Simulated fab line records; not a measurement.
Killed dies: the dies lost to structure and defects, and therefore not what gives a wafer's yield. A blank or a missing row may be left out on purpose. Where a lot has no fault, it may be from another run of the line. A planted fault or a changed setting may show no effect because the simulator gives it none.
Which of the tools did it? ; flow n5 finfet ; Sampling: 8 lots, 24 wafers, 5 of 1938 route steps

WHAT EACH GAUGE READ, for each wafer
N5_FIN_SAQP_INSPECT_40: inspects for defects (brightfield).
lot;measured;on;raw defect count
L134;day 2 08:50;defect inspect-02;249 304 236
L139;day 3 14:29;defect inspect-01;197 247 218
L140;day 3 20:27;defect inspect-01;249 235 247
L145;day 5 06:58;defect inspect-02;163 229 165
L149;day 6 02:41;defect inspect-02;216 232 372
L151;day 6 14:59;defect inspect-02;696 611 685
L155;day 7 14:08;defect inspect-01;676 825 727
L156;day 7 21:10;defect inspect-01;273 247 203

WHICH TOOL RAN EACH LOT (tool, then ch and the chambers of the sampled wafers, then the start)
lot;N5_FIN_SAQP_HM_OPEN_73;N5_FIN_SAQP_SPACER2_ETCHBACK_29;N5_FIN_SAQP_MANDREL2_REMOVE_60;N5_FIN_SAQP_HM_CD_35
L134;rie diel-05 ch 2,3, day 2 04:31;rie diel-03 ch 0,1,2, day 2 07:50;rie si-05 ch 0,1,2, day 2 07:56;cd sem-03, day 2 08:31
L139;rie diel-03 ch 0,1,2, day 3 10:00;rie diel-05 ch 1,2, day 3 13:42;rie si-04 ch 0,1,3, day 3 13:47;cd sem-03, day 3 14:10
L140;rie diel-03 ch 2,3, day 3 16:22;rie diel-05 ch 0,2,3, day 3 19:40;rie si-03 ch 1,2,3, day 3 19:46;cd sem-01, day 3 20:08
L145;rie diel-05 ch 0,1,3, day 5 01:37;rie diel-01 ch 1,3, day 5 06:11;rie si-05 ch 0,1, day 5 06:16;cd sem-03, day 5 06:38
L149;rie diel-01 ch 1,3, day 5 22:13;rie diel-05 ch 0,3, day 6 01:54;rie si-03 ch 2,3, day 6 01:59;cd sem-03, day 6 02:22
L151;rie diel-05 ch 1,2,3, day 6 10:13;rie diel-05 ch 0,1,2, day 6 14:13;rie si-03 ch 0,1,2, day 6 14:18;cd sem-03, day 6 14:40
L155;rie diel-05 ch 0,1,3, day 7 09:58;rie diel-05 ch 1,2, day 7 13:22;rie si-04 ch 0,1,2, day 7 13:27;cd sem-01, day 7 13:49
L156;rie diel-01 ch 1,2,3, day 7 16:29;rie diel-03 ch 0,1,3, day 7 20:17;rie si-05 ch 0,2,3, day 7 20:22;cd sem-01, day 7 20:51
- N5_FIN_SAQP_HM_OPEN_73: chemistry CHF3/O2, target SiO2, stops on a-Si, target depth 12 nm, time 16.8 s.
- N5_FIN_SAQP_SPACER2_ETCHBACK_29: etches SiO2 in CHF3/O2, target depth 12.2 nm, time 6.1 s.
- N5_FIN_SAQP_MANDREL2_REMOVE_60: chemistry HBr/Cl2/O2, target a-Si, stops on SiNx, bt time 10 s.
- N5_FIN_SAQP_HM_CD_35: target cd 8 nm.

THE ANSWER, worked out from the rows above alone
Rule: usual is defined by the lots themselves. The widest of any qualifying gaps counts: lots, ordered by their means at a reading, are off when they make up no more than a third of the lots, leave a main group of 4 or more, and stand apart from it by 3 or more times the standard deviation of that group's means. The tables above print the reading to a certain number of digits; a main group whose means all agree to those digits is not used. Also off: a lot with no number at a reading for which 4 or more lots have one. Any other lot the step has rows for is counted as sound.
Off: L151, L155 (N5_FIN_SAQP_INSPECT_40, raw defect count). The main group has a mean of 238 with a standard deviation of 29.
A tool fits if, at a process step before that reading, it ran every lot that is off, and no sound lot after the first of them. Gauges at N5_FIN_SAQP_INSPECT_40: tried the same way as those tools. One fits: rie diel-05 at N5_FIN_SAQP_HM_OPEN_73 and N5_FIN_SAQP_SPACER2_ETCHBACK_29. At N5_FIN_SAQP_HM_OPEN_73 its last sound lot is L145 (day 5 01:37), its first lot that is off L151 (day 6 10:13): a fault that began between those two fits.

WHAT THE SIMULATOR HAD INSERTED
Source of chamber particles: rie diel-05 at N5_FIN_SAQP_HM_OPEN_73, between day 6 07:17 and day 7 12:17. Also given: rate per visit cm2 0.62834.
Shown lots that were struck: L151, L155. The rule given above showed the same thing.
